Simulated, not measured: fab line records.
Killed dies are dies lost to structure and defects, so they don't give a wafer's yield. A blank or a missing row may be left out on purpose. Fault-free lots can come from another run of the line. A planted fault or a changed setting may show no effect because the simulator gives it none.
Which tool did it? ; flow n5-finfet ; 24 lots with 72 wafers sampled at 3 steps, on a route of 1938 steps

WHAT EACH GAUGE READ, for each wafer
N5_BEOL_M15_CD_MEAS_10 targets a cd of 360 nm. Usual: cd-nm at 360.1 nm, with a standard deviation of 1.1.
lot;measured;on;cd-nm (nm);flag
L074;day 11 14:30;cd-sem-01;360.4 359.1 361.1;
L075;day 11 19:11;cd-sem-02;357.4 359.4 357.4;
L077;day 12 09:29;cd-sem-02;358.1 356.4 360.0;
L076;day 12 10:10;cd-sem-01;361.9 360.7 359.6;
L078;day 12 11:29;cd-sem-02;360.3 360.7 360.8;
L079;day 12 17:55;cd-sem-01;359.5 359.9 361.1;
L080;day 12 22:55;cd-sem-03;360.1 358.8 358.7;
L081;day 12 23:26;cd-sem-02;359.2 360.6 360.9;
L083;day 13 04:17;cd-sem-03;361.8 361.1 361.8;
L082;day 13 10:28;cd-sem-02;360.7 360.9 359.9;
L084;day 13 22:49;cd-sem-01;361.7 359.5 360.5;
L085;day 14 04:38;cd-sem-02;361.2 359.4 362.2;
L086;day 14 08:44;cd-sem-03;361.0 360.2 361.7;
L087;day 14 13:21;cd-sem-03;359.6 359.0 359.1;
L089;day 14 23:28;cd-sem-03;360.3 359.4 359.8;
L090;day 15 02:35;cd-sem-01;360.5 360.0 360.2;
L088;day 15 07:19;cd-sem-02;359.9 360.1 360.5;
L093;day 15 15:19;cd-sem-02;360.5 360.0 359.4;
L091;day 16 00:44;cd-sem-02;362.2 361.6 361.2;
L094;day 16 08:37;cd-sem-01;360.2 362.0 360.9;
L092;day 16 08:52;cd-sem-01;359.2 360.0 359.9;
L095;day 16 09:58;cd-sem-01;360.3 359.2 359.9;
L096;day 16 23:59;cd-sem-03;359.7 358.1 359.3;
L097;day 17 14:54;cd-sem-02;360.5 360.0 359.2;

N5_BEOL_M15_INSPECT_30: inspects for defects (macro). Usual: raw-defect-count at 2.2, with a standard deviation of 1.2.
lot;measured;on;raw-defect-count;flag
L074;day 11 16:11;defect-inspect-01;1 2 4;
L075;day 11 20:44;defect-inspect-02;1 2 3;
L077;day 12 11:16;defect-inspect-02;3 3 3;
L076;day 12 13:35;defect-inspect-02;1 2 3;
L078;day 12 14:55;defect-inspect-01;2 5 3;
L079;day 12 20:29;defect-inspect-02;1 3 1;
L080;day 13 00:28;defect-inspect-01;2 2 1;
L081;day 13 00:57;defect-inspect-01;2 2 1;
L083;day 13 05:49;defect-inspect-02;1 1 2;
L082;day 13 12:06;defect-inspect-01;4 4 3;
L084;day 14 00:25;defect-inspect-02;1 3 2;
L085;day 14 06:26;defect-inspect-02;1 1 3;
L086;day 14 10:31;defect-inspect-01;1 1 1;
L087;day 14 14:59;defect-inspect-01;5 3 0;
L089;day 15 01:07;defect-inspect-01;1 3 4;
L090;day 15 04:15;defect-inspect-01;4 1 2;
L088;day 15 09:16;defect-inspect-01;3 1 3;
L093;day 15 16:50;defect-inspect-01;3 0 2;
L091;day 16 02:38;defect-inspect-02;5 2 1;
L094;day 16 10:07;defect-inspect-02;2 2 2;
L092;day 16 10:31;defect-inspect-02;3 2 2;
L095;day 16 11:30;defect-inspect-01;3 3 3;
L096;day 17 01:45;defect-inspect-01;1 1 1;
L097;day 17 16:41;defect-inspect-01;3 3 1;

TOOL THAT RAN EACH LOT (tool first, then ch and the chambers of the sampled wafers, then the start)
lot;N5_BEOL_M15_ETCH_57
L074;rie-diel-02 ch 0,1,2, day 11 15:14
L075;rie-diel-04 ch 0,2, day 11 19:54
L077;rie-diel-03 ch 0,1,2, day 12 10:19
L076;rie-diel-03 ch 0,1,3, day 12 12:38
L078;rie-diel-04 ch 0,1,3, day 12 14:05
L079;rie-diel-03 ch 1,3, day 12 19:31
L080;rie-diel-03 ch 0,2,3, day 12 23:36
L081;rie-diel-04 ch 0,1,2, day 13 00:08
L083;rie-diel-02 ch 0,1,2, day 13 04:59
L082;rie-diel-02 ch 0,1,3, day 13 11:09
L084;rie-diel-04 ch 0,2, day 13 23:35
L085;rie-diel-02 ch 0,1,3, day 14 05:29
L086;rie-diel-03 ch 0,1,3, day 14 09:41
L087;rie-diel-02 ch 0,2, day 14 14:02
L089;rie-diel-03 ch 0,1,2, day 15 00:09
L090;rie-diel-03 ch 1,2,3, day 15 03:25
L088;rie-diel-04 ch 2,3, day 15 08:19
L093;rie-diel-02 ch 1,2,3, day 15 16:00
L091;rie-diel-02 ch 1,2, day 16 01:41
L094;rie-diel-02 ch 1,3, day 16 09:17
L092;rie-diel-04 ch 1,2,3, day 16 09:34
L095;rie-diel-03 ch 0,1,3, day 16 10:40
L096;rie-diel-03 ch 0,1,3, day 17 00:55
L097;rie-diel-02 ch 0,1,3, day 17 15:52
- N5_BEOL_M15_ETCH_57: etches SOC in N2/H2, time 750 s.

AS READ BY THE TOOLS THEMSELVES (means over the sampled wafers that have a number; for cases with no such wafer, the mark the record gives instead)
N5_BEOL_M15_ETCH_57. Usual: bias-w 349.9 W, standard deviation 1; drypump-motor-current-A 5.8 A, standard deviation 0.46; oes-product-au 0.78 a.u., standard deviation 0.087; rf-vpp-V 522.3 V, standard deviation 2.6; showerhead-plenum-p-Torr 2.48 Torr, standard deviation 0.085; throttle-valve-pct 17.70 %, standard deviation 0.28.
lot;tool;bias-w (W);drypump-motor-current-A (A);oes-product-au (a.u.);rf-vpp-V (V);showerhead-plenum-p-Torr (Torr);throttle-valve-pct (%);flag
L074;rie-diel-02;350.2;5.5;0.79;521.6;2.45;17.53;
L075;rie-diel-04;350.1;5.6;0.76;522.6;2.50;17.92;
L077;rie-diel-03;350.0;5.7;0.79;522.7;2.48;17.74;
L076;rie-diel-03;349.7;5.7;0.81;522.4;2.48;17.69;
L078;rie-diel-04;350.0;5.9;0.70;524.2;2.55;17.96;
L079;rie-diel-03;349.5;5.7;0.81;522.4;2.49;17.69;
L080;rie-diel-03;350.4;6.2;0.73;521.4;2.42;17.87;
L081;rie-diel-04;349.3;5.8;0.76;523.8;2.54;17.83;
L083;rie-diel-02;350.0;5.5;0.78;521.1;2.45;17.55;
L082;rie-diel-02;349.9;5.9;0.78;522.6;2.49;17.61;
L084;rie-diel-04;350.5;5.6;0.74;523.6;2.49;17.96;
L085;rie-diel-02;349.7;5.9;0.77;521.1;2.48;17.62;
L086;rie-diel-03;349.3;5.7;0.79;522.5;2.48;17.72;
L087;rie-diel-02;349.4;5.4;0.82;524.4;2.49;17.52;
L089;rie-diel-03;349.7;5.7;0.77;521.3;2.47;17.77;
L090;rie-diel-03;349.8;5.7;0.78;521.7;2.48;17.76;
L088;rie-diel-04;351.6;5.8;0.93;522.5;2.49;17.63;
L093;rie-diel-02;350.8;5.7;0.82;520.9;2.46;17.35;
L091;rie-diel-02;349.6;5.4;0.81;520.8;2.42;17.31;
L094;rie-diel-02;349.8;6.1;0.80;523.0;2.50;17.41;
L092;rie-diel-04;349.8;5.9;0.84;523.4;2.53;17.70;
L095;rie-diel-03;350.2;5.7;0.77;522.1;2.47;17.74;
L096;rie-diel-03;349.5;5.7;0.77;521.2;2.47;17.76;
L097;rie-diel-02;350.3;5.9;0.75;521.9;2.47;17.66;

THE ANSWER, worked out from the rows above alone
Rule: a lot is off if the mean of its wafers that have a number lies more than 3 standard deviations from the usual mean. Also off: a lot with no number at a reading for which 4 or more lots have one. Where the step has rows for the other lots, those lots are counted as sound. The gauges are gone through in route order, then the tools' own readings, and for those a lot's mean is taken as printed above. At the first step where some lot is off, the reading lying furthest off is the one used; lots without a number count as furthest.
Nothing can be told from this: no lot is off at any reading shown.

WHAT HAD BEEN PUT IN BY THE SIMULATOR
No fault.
